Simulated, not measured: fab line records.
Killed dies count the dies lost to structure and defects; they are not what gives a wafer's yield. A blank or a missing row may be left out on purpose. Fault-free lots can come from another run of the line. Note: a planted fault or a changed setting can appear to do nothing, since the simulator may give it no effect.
Which tool was responsible? + flow n5_finfet + Sampling: 9 lots, 27 wafers, 8 of 1938 route steps

## WHAT EACH GAUGE READ, for each wafer
N5_ZERO_LAYER_INSPECT_20: inspects for defects (darkfield).
| lot  | measured    | on                | raw_defect_count |
|------|-------------|-------------------|------------------|
| L385 | day 1 19:20 | defect_inspect-02 | 23 27 15         |
| L388 | day 2 13:23 | defect_inspect-02 | 29 44 22         |
| L391 | day 3 07:26 | defect_inspect-01 | 59 38 32         |
| L397 | day 4 19:23 | defect_inspect-01 | 41 78 58         |
| L398 | day 5 01:24 | defect_inspect-01 | 17 12 29         |
| L402 | day 6 09:14 | defect_inspect-02 | 38 35 32         |
| L403 | day 6 09:22 | defect_inspect-01 | 31 36 45         |
| L406 | day 7 01:24 | defect_inspect-01 | 27 20 566        |
| L407 | day 7 07:25 | defect_inspect-02 | 54 50 62         |

N5_WELL_APT_INSPECT_10: inspects for defects (macro).
| lot  | measured    | on                | raw_defect_count |
|------|-------------|-------------------|------------------|
| L385 | day 1 19:49 | defect_inspect-02 | 0 3 3            |
| L388 | day 2 13:44 | defect_inspect-01 | 3 4 2            |
| L391 | day 3 07:47 | defect_inspect-02 | 2 0 4            |
| L397 | day 4 19:44 | defect_inspect-01 | 1 0 2            |
| L398 | day 5 01:53 | defect_inspect-02 | 1 5 1            |
| L402 | day 6 09:36 | defect_inspect-01 | 2 0 2            |
| L403 | day 6 09:50 | defect_inspect-01 | 4 4 1            |
| L406 | day 7 01:53 | defect_inspect-02 | 5 3 >300         |
| L407 | day 7 07:47 | defect_inspect-01 | 2 2 2            |

N5_WELL_APT_INSPECT_38: inspects for defects (darkfield).
| lot  | measured    | on                | raw_defect_count |
|------|-------------|-------------------|------------------|
| L385 | day 1 23:01 | defect_inspect-02 | 22 13 9          |
| L388 | day 2 16:46 | defect_inspect-02 | 8 7 17           |
| L391 | day 3 10:43 | defect_inspect-02 | 9 10 15          |
| L397 | day 4 22:52 | defect_inspect-02 | 8 9 10           |
| L398 | day 5 05:03 | defect_inspect-02 | 16 17 14         |
| L402 | day 6 13:33 | defect_inspect-02 | 18 11 15         |
| L403 | day 6 12:56 | defect_inspect-02 | 13 21 14         |
| L406 | day 7 05:12 | defect_inspect-02 | 20 29 552        |
| L407 | day 7 10:48 | defect_inspect-02 | 24 21 12         |

N5_BEOL_M4_RC_MEAS_101.
| lot  | measured     | on        | DIBL_N (mV/V)  | DIBL_P (mV/V)  | IOFF_N (nA/um)    | IOFF_P (nA/um) | ION_N (uA/um) | ION_P (uA/um) | SS_N (mV/dec)  | SS_P (mV/dec)  | VT_N (mV)         | VT_P (mV)      |
|------|--------------|-----------|----------------|----------------|-------------------|----------------|---------------|---------------|----------------|----------------|-------------------|----------------|
| L385 | day 7 20:24  | prober-01 | 37.7 36.3 38.5 | 38.5 36.5 39.0 | 0.175 0.146 0.194 | 0.26 0.22 0.27 | 683 676 683   | 474 472 468   | 72.3 71.1 72.0 | 74.0 73.0 74.1 | 251.0 251.9 247.4 | -247 -250 -245 |
| L388 | day 8 18:03  | prober-02 | 34.7 36.7 35.4 | 34.0 37.3 35.1 | 0.134 0.164 0.147 | 0.16 0.21 0.17 | 658 661 650   | 450 457 446   | 70.6 71.9 71.8 | 72.6 73.3 72.7 | 253.2 253.0 254.2 | -257 -250 -256 |
| L391 | day 9 19:01  | prober-01 | 34.9 34.2 36.7 | 34.8 34.6 37.9 | 0.129 0.121 0.165 | 0.20 0.19 0.25 | 673 665 685   | 465 461 474   | 71.5 71.3 72.1 | 73.4 72.7 73.2 | 255.7 254.4 248.9 | -249 -251 -245 |
| L397 | day 11 09:55 | prober-02 | 36.5 35.6 36.6 | 35.8 35.8 36.3 | 0.149 0.133 0.158 | 0.23 0.24 0.24 | 669 668 687   | 466 473 477   | 72.0 71.4 71.9 | 73.0 73.2 73.9 | 250.0 252.2 248.9 | -248 -245 -247 |
| L398 | day 11 15:15 | prober-01 | 36.2 39.3 38.4 | 37.1 40.7 39.7 | 0.157 0.232 0.198 | 0.25 0.31 0.31 | 685 699 686   | 473 480 474   | 70.6 72.4 71.0 | 73.1 74.5 74.5 | 247.2 243.7 244.2 | -246 -241 -240 |
| L402 | day 12 17:14 | prober-01 | 35.9 37.0 38.6 | 35.2 37.2 40.1 | 0.144 0.162 0.212 | 0.20 0.23 0.30 | 699 691 705   | 475 467 488   | 71.7 71.6 72.1 | 73.5 74.1 74.0 | 248.9 248.4 245.7 | -250 -251 -242 |
| L403 | day 12 12:52 | prober-01 | 37.6 35.3 34.3 | 39.8 38.0 36.5 | 0.205 0.153 0.132 | 0.24 0.21 0.18 | 676 669 658   | 460 462 459   | 72.9 71.9 71.9 | 74.1 74.0 73.4 | 246.6 252.0 253.2 | -249 -251 -253 |
| L406 | day 14 08:34 | prober-02 | 35.0 34.2 32.9 | 34.8 34.5 33.3 | 0.149 0.141 0.116 | 0.22 0.22 0.19 | 664 686 666   | 463 482 469   | 71.1 70.4 71.3 | 72.8 73.0 73.1 | 250.4 249.9 252.7 | -248 -248 -251 |
| L407 | day 14 01:01 | prober-01 | 38.4 36.2 36.0 | 38.9 36.3 35.3 | 0.223 0.157 0.158 | 0.30 0.23 0.21 | 690 666 675   | 478 461 461   | 73.0 71.9 71.6 | 74.6 73.7 72.9 | 246.9 252.2 252.8 | -245 -248 -252 |

## TOOL THAT RAN EACH LOT (tool first, then ch and the chambers of the sampled wafers, then the start)
| lot  | N5_ZERO_LAYER_PRECLEAN_00          | N5_ZERO_LAYER_PECVD_02         | N5_WELL_APT_RTA_34              | N5_PMOS_HMC_CHANNEL_EPI_CMP_21 |
|------|------------------------------------|--------------------------------|---------------------------------|--------------------------------|
| L385 | wet_bench-06 ch 0,2,5, day 1 18:04 | pecvd-03 ch 0,1,2, day 1 18:17 | rtp_anneal-02 ch 0, day 1 22:07 | cmp-01 ch 1,3, day 2 01:31     |
| L388 | wet_bench-06 ch 0,1,2, day 2 12:04 | pecvd-03 ch 1,2, day 2 12:17   | rtp_anneal-02 ch 0, day 2 15:55 | cmp-01 ch 0,2,3, day 2 19:14   |
| L391 | wet_bench-03 ch 2,6,7, day 3 06:04 | pecvd-02 ch 0,2, day 3 06:17   | rtp_anneal-02 ch 0, day 3 09:52 | cmp-01 ch 0,1, day 3 13:15     |
| L397 | wet_bench-02 ch 1,5,6, day 4 18:04 | pecvd-02 ch 0,1,2, day 4 18:17 | rtp_anneal-02 ch 0, day 4 21:49 | cmp-03 ch 0,1,2, day 5 01:23   |
| L398 | wet_bench-06 ch 1,2,6, day 5 00:04 | pecvd-02 ch 0,1, day 5 00:18   | rtp_anneal-02 ch 0, day 5 03:58 | cmp-01 ch 1,2,3, day 5 07:26   |
| L402 | wet_bench-03 ch 0,3,6, day 6 00:04 | pecvd-01 ch 0,1,2, day 6 00:17 | rtp_anneal-01 ch 0, day 6 12:29 | cmp-01 ch 0,2,3, day 6 16:29   |
| L403 | wet_bench-02 ch 0,1,2, day 6 06:04 | pecvd-02 ch 1,2, day 6 06:17   | rtp_anneal-02 ch 0, day 6 12:04 | cmp-01 ch 0,1,2, day 6 15:28   |
| L406 | wet_bench-06 ch 1,5,6, day 7 00:04 | pecvd-01 ch 1,2, day 7 00:17   | rtp_anneal-01 ch 0, day 7 04:08 | cmp-02 ch 1,2,3, day 7 07:40   |
| L407 | wet_bench-03 ch 1,4,5, day 7 06:04 | pecvd-03 ch 0,1, day 7 06:18   | rtp_anneal-01 ch 0, day 7 09:56 | cmp-03 ch 1,2,3, day 7 13:22   |
- N5_ZERO_LAYER_PRECLEAN_00: cleans in SPM, time 600 s.
- N5_ZERO_LAYER_PECVD_02: deposits SiO2 from SiH4/N2O, target thk 10 nm, time 6 s.
- N5_WELL_APT_RTA_34: time 10 s.
- N5_PMOS_HMC_CHANNEL_EPI_CMP_21: polishes SiGe30, target thk 54 nm.

## AS READ BY THE TOOLS THEMSELVES (means over the sampled wafers that have a number; for cases with no such wafer, the mark the record gives instead)
N5_ZERO_LAYER_PECVD_02.
| lot  | tool     | heater_power_w (W) | showerhead_plenum_p_Torr (Torr) |
|------|----------|--------------------|---------------------------------|
| L385 | pecvd-03 | 789                | 8.04                            |
| L388 | pecvd-03 | 773                | 8.09                            |
| L391 | pecvd-02 | 876                | 8.11                            |
| L397 | pecvd-02 | 829                | 8.15                            |
| L398 | pecvd-02 | 805                | 8.15                            |
| L402 | pecvd-01 | 766                | 8.14                            |
| L403 | pecvd-02 | 958                | 8.24                            |
| L406 | pecvd-01 | 841                | 8.13                            |
| L407 | pecvd-03 | 797                | 7.98                            |

N5_WELL_APT_RTA_34.
| lot  | tool          | lamp_power_pct (%) | lamp_zone_2_pct (%) | lamp_zone_7_pct (%) | wafer_temp_C_max |
|------|---------------|--------------------|---------------------|---------------------|------------------|
| L385 | rtp_anneal-02 | 12.97              | 12.95               | 13.46               | 1003.0           |
| L388 | rtp_anneal-02 | 13.02              | 13.01               | 13.42               | 1004.0           |
| L391 | rtp_anneal-02 | 12.97              | 12.98               | 13.42               | 1003.3           |
| L397 | rtp_anneal-02 | 13.02              | 12.98               | 13.42               | 1003.4           |
| L398 | rtp_anneal-02 | 12.97              | 12.98               | 13.42               | 1003.8           |
| L402 | rtp_anneal-01 | 13.02              | 13.00               | 13.43               | 1004.1           |
| L403 | rtp_anneal-02 | 12.98              | 13.00               | 13.45               | 1002.9           |
| L406 | rtp_anneal-01 | 13.00              | 13.00               | 13.43               | 1003.3           |
| L407 | rtp_anneal-01 | 13.13              | 12.98               | 13.44               | 1004.1           |

N5_PMOS_HMC_CHANNEL_EPI_CMP_21.
| lot  | tool   | motor_current_A (A) |
|------|--------|---------------------|
| L385 | cmp-01 | 11.4                |
| L388 | cmp-01 | 13.0                |
| L391 | cmp-01 | 12.5                |
| L397 | cmp-03 | 12.4                |
| L398 | cmp-01 | 12.0                |
| L402 | cmp-01 | 13.0                |
| L403 | cmp-01 | 12.1                |
| L406 | cmp-02 | 11.3                |
| L407 | cmp-03 | 12.4                |

## THE ANSWER, worked out from the rows above alone
Rule: the usual values come from the lots themselves. The widest of any qualifying gaps counts: lots, ordered by their means at a reading, are off when they make up no more than a third of the lots, leave a main group of 4 or more, and stand apart from it by 3 or more times the standard deviation of that group's means. Not used: any main group whose means are identical at the precision the tables above print for the reading. A lot without any number at a reading at which 4 lots or more have one is off too. All remaining lots with rows at the step are treated as sound. First the gauges in route order, then the tools' own readings, where a lot's mean is used as printed above. At the first step where some lot is off, the reading lying furthest off is the one used; lots without a number count as furthest.
Off at N5_ZERO_LAYER_INSPECT_20 (raw_defect_count): L406. For the main group the mean is 38 and the standard deviation 13.
If a tool, at a process step before that reading, ran all the lots that are off and no sound lot after the first of them, it fits. The gauges at N5_ZERO_LAYER_INSPECT_20 aren't tried: what is off there is off at N5_WELL_APT_INSPECT_38 too, on other tools, and a gauge's error can't cause that. Undecided on this evidence; 2 tools fit (wet_bench-06 at N5_ZERO_LAYER_PRECLEAN_00, pecvd-01 at N5_ZERO_LAYER_PECVD_02).

## WHAT WAS PUT IN BY THE SIMULATOR
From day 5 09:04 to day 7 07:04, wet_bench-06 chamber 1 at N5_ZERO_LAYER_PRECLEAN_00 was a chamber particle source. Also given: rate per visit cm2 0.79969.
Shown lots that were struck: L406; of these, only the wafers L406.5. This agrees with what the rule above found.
